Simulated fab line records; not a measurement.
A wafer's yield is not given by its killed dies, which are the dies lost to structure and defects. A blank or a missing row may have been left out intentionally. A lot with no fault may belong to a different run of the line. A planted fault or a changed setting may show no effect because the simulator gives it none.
Comparing a struck lot with a sound one ; flow nand_harc ; 14 out of 1159 route steps
Sound: the wafers L935.2, L935.5, L935.6. Struck: wafer L928.1 (L928.2, L928.4, from the same lot, were not struck and are left out); the cause is given at the end.
Order at every step that has rows: each side's tool, ch and its chambers, its first start. Under that, the readings that differ: sound wafers ; struck wafers ; difference of the means ; sigmas: that difference in standard deviations of wafers without a fault.
alike: same words and numbers on both sides, and readings whose means sit less than 2 such deviations apart. not compared: any withheld reading, any reading some wafer has no value for, any bound like >300 that may hide the same value, and any number with overlapping values for which the record gives no deviation.
Wherever a step has rows on one side only, a row that says differs or no value, or a row with sigmas, the two part there. Non-overlapping numbers with no deviation appear without sigmas and do not part them. A reading that every wafer of one side lacks parts them only if that side has two wafers or more.

first, 2 steps without rows for these wafers: NHARC_A_STAIRCASE_HARDBAKE_311 (time 140 s); NHARC_A_STAIRCASE_DESCUM_312 (chemistry O2, time 3 s).
NHARC_A_STAIRCASE_ETCH_313: etches the open film in CF4/CHF3.
  sound on rie_diel-01 ch 1,2,3, day 16 00:00; struck on rie_diel-01 ch 1, day 14 17:49
  alike: drypump_motor_current_A, oes_product_au, rf_vpp_V, showerhead_plenum_p_Torr, throttle_valve_pct
  not compared: rf_hours_counter_h
NHARC_A_STAIRCASE_HM_OPEN_463: chemistry O2/COS.
  sound on rie_diel-01 ch 0,1,3; struck on rie_diel-01 ch 3
  alike: drypump_motor_current_A, oes_product_au, rf_vpp_V, showerhead_plenum_p_Torr, throttle_valve_pct
  not compared: rf_hours_counter_h
then, 1 step without rows for these wafers: NHARC_A_STAIRCASE_STRIP_464 (strips in O2/COS).
NHARC_A_STAIRCASE_ETCH_453: etches the open film in CF4/O2, target depth 30 nm, overetch 3 nm, time 16.5 s.
  sound on rie_diel-01 ch 1,2; struck on rie_diel-01 ch 0
reading;sound;struck;difference;sigmas
throttle_valve_pct (%);13.371 13.388 13.388;13.403;+0.021;+2
  alike: drypump_motor_current_A, oes_product_au, rf_vpp_V, showerhead_plenum_p_Torr
  not compared: rf_hours_counter_h
then, 1 step without rows for these wafers: NHARC_A_STAIRCASE_ETCH_315 (etches the open film in C4F8/O2/Ar, target depth 2500 nm, time 607.1 s).
NHARC_A_STAIRCASE_STRIP_316: strips in O2.
  sound on rie_diel-01 ch 1,2; struck on rie_diel-01 ch 3
reading;sound;struck;difference;sigmas
oes_product_au (a.u.);1.021 1.004 1.006;0.991;-0.019;-2
  alike: drypump_motor_current_A, rf_vpp_V, showerhead_plenum_p_Torr, throttle_valve_pct
  not compared: rf_hours_counter_h
then, 3 steps without rows for these wafers: NHARC_A_STAIRCASE_STRIP_317 (strips in SPM, time 900 s); NHARC_A_STAIRCASE_PRECLEAN_318 (cleans in SC1); NHARC_A_STAIRCASE_SRD_329.
NHARC_A_STAIRCASE_ALD_415: deposits SiO2, target thk 30 nm, pulse time 6 s, ald cycles 300.
  sound on ald_hk-01 ch 0,1, day 16 02:00; struck on ald_hk-04 ch 3, day 14 19:39
reading;sound;struck;difference;sigmas
ald_cycles;300 300 300;368;+68;
  alike: heater_power_w, precursor_pulse_height_rel, susceptor_temp_C
NHARC_A_STAIRCASE_ETCHBACK_416: etches the open film in C4F8/O2/Ar, target depth 36 nm, time 7.2 s.
  sound on rie_diel-01 ch 0,1; struck on rie_diel-01 ch 1
  alike: oes_product_au, rf_vpp_V
  not compared: rf_hours_counter_h
-- record jumps: 9 days between struck wafers' starts before vs after; left off in module A_STAIRCASE, resumes in module END, first step shown is number 1159 of the route --
NHARC_END_SORT_01:
  here the record holds rows for the struck wafers (prober-01 ch 0, day 24 00:16) but none for the sound ones

== WHERE THEY PART ==
At NHARC_A_STAIRCASE_ETCH_453 first; at NHARC_END_SORT_01 last (within this record only).

WHY: the cause the simulator had injected
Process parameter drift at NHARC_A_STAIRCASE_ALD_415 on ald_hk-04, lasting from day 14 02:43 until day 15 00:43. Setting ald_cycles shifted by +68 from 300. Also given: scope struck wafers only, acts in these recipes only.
